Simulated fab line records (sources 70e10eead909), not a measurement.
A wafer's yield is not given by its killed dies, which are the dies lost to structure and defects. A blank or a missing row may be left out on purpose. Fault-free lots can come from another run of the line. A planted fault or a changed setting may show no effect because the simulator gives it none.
Comparing a struck lot with a sound one + flow nandHarc + 21 out of 1159 route steps
Sound: the wafers L516.1, L516.2, L516.3. Wafers struck: L523.2, L523.4, L523.6. At the end, the cause is stated.
Order at every step that has rows: each side's tool, ch and its chambers, its first start. Under that, the readings that differ: sound wafers + struck wafers + difference of the means + sigmas: that difference in standard deviations of wafers without a fault.
alike: a reading whose means differ by less than 2 such deviations, as well as words and numbers matching on both sides. not compared: withheld readings; readings where some wafer has no value; bounds like >300 that might hide an equal value; numbers whose values overlap and for which the record gives no deviation.
Wherever a step has rows on one side only, a row that says differs or no value, or a row with sigmas, the two part there. Numbers that don't overlap but have no deviation are shown without sigmas and don't part them. Lack of a reading on every wafer of one side parts them only where that side has two or more wafers.

NHARC_A_BLC_CMP_25: polishes, t overpolish 30 s, target thk 150 nm.
  sound on cmp-02 ch 0,1,3, day 23 19:39; struck on cmp-01 ch 1,3, day 26 00:31
  alike: edgeZonePressureFrac, motorCurrentA, overpolishRunS, timeToEndpointS
then, 1 step without rows for these wafers: NHARC_A_BLC_SRD_27.
NHARC_A_BLC_INSPECT_28:
  sound: defectInspect-02 at day 23 20:02; struck: defectInspect-02 at day 26 00:53
  alike: rawDefectCount
then, 8 steps without rows for these wafers: NHARC_A_M0_DEP_00 (deposits SiOC, target thk 150 nm); NHARC_A_M0_DEHYDRATE_01 (time 120 s); NHARC_A_M0_HMDS_02 (time 30 s); NHARC_A_M0_COAT_33 (time 65 s); NHARC_A_M0_COAT_03 (resist thk 90 nm); NHARC_A_M0_SOFTBAKE_04 (time 55 s); NHARC_A_M0_EBR_05; NHARC_A_M0_EXPOSE_06 (exposes mask A M0, target cd 80 nm).
NHARC_A_M0_PEB_07: peb time 65 s.
  sound on lithoTrack-04 ch 0, day 23 20:51; struck on lithoTrack-04 ch 0, day 26 01:43
| reading               | sound             | struck            | difference | sigmas |
|-----------------------|-------------------|-------------------|------------|--------|
| heaterPowerTotalW (W) | 157.0 156.7 156.4 | 162.1 163.0 162.6 | +5.9       | +14    |
then, 1 step without rows for these wafers: NHARC_A_M0_DEVELOP_08 (develop time 35 s).
NHARC_A_M0_CD_MEAS_09 targets a cd of 80 nm.
  sound on cdSem-02 ch 0, day 23 20:56; struck on cdSem-01 ch 0
| reading   | sound          | struck         | difference | sigmas |
|-----------|----------------|----------------|------------|--------|
| cdNm (nm) | 79.7 79.0 79.0 | 75.6 75.8 75.5 | -3.6       | -5     |
  not compared: hold
NHARC_A_M0_OVL_MEAS_10: pitch 160 nm.
  sound: overlay-01 at day 23 21:02; struck: overlay-01 at day 26 18:38
| reading | sound | struck                                                                     | difference                   | sigmas |
|---------|-------|----------------------------------------------------------------------------|------------------------------|--------|
| hold    | - - - | awaitDispo/16.6h/release awaitDispo/16.6h/release awaitDispo/16.6h/release | no value on the sound wafers |        |
  alike: overlayXNm, overlayYNm
NHARC_A_M0_INSPECT_11:
  sound: defectInspect-01 at day 23 21:04; struck: defectInspect-01 at day 26 18:40
| reading        | sound    | struck   | difference | sigmas |
|----------------|----------|----------|------------|--------|
| rawDefectCount | 14 18 15 | 48 47 53 | +34        | +2     |
NHARC_A_M0_DESCUM_14: chemistry O2, time 3 s.
  sound on rieDiel-03 ch 0,2,3, day 23 21:08; struck on rieDiel-09 ch 0,2, day 27 12:50
| reading              | sound             | struck            | difference | sigmas |
|----------------------|-------------------|-------------------|------------|--------|
| model.A_M0.cdNm (nm) | 79.59 79.04 78.93 | 75.12 75.49 75.43 | -3.84      |        |
  alike: drypumpMotorCurrentA, oesProductAu, rfVppV, showerheadPlenumPTorr, throttleValvePct
  not compared: rfHoursCounterH
NHARC_A_M0_ETCH_34: etches the open film in N2/H2, target depth 40 nm, overetch 12 nm, time 43.94 s.
  sound on rieDiel-03 ch 0,2,3, day 23 21:13; struck on rieDiel-09 ch 0,3, day 27 12:55
  alike: drypumpMotorCurrentA, oesProductAu, rfVppV, showerheadPlenumPTorr, throttleValvePct
  not compared: rfHoursCounterH
NHARC_A_M0_ETCH_15: etches the open film in C4F8/Ar, target depth 150 nm, overetch 15 nm, time 82.5 s.
  sound: rieDiel-03 ch 0,1,2; struck: rieDiel-09 ch 0,1,3
| reading              | sound             | struck            | difference | sigmas |
|----------------------|-------------------|-------------------|------------|--------|
| model.A_M0.cdNm (nm) | 79.73 78.93 78.47 | 75.34 75.02 75.47 | -3.77      |        |
  alike: oesProductAu, rfVppV
  not compared: rfHoursCounterH
NHARC_A_M0_CD_MEAS_16:
  sound: cdSem-03 at day 23 21:26; struck: cdSem-03 at day 27 13:19
| reading   | sound          | struck         | difference | sigmas |
|-----------|----------------|----------------|------------|--------|
| cdNm (nm) | 79.6 78.7 78.2 | 75.7 75.2 75.7 | -3.3       | -3     |
  not compared: hold
NHARC_END_SORT_01:
  here the record holds rows for the struck wafers (prober-02 ch 0, day 29 10:09) but none for the sound ones

WHERE THEY PART
Last at NHARC_END_SORT_01 as far as this record goes, first at NHARC_A_M0_PEB_07.

WHY: the cause the simulator had injected
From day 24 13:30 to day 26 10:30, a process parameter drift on lithoTrack-04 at NHARC_A_M0_PEB_07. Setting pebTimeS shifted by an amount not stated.
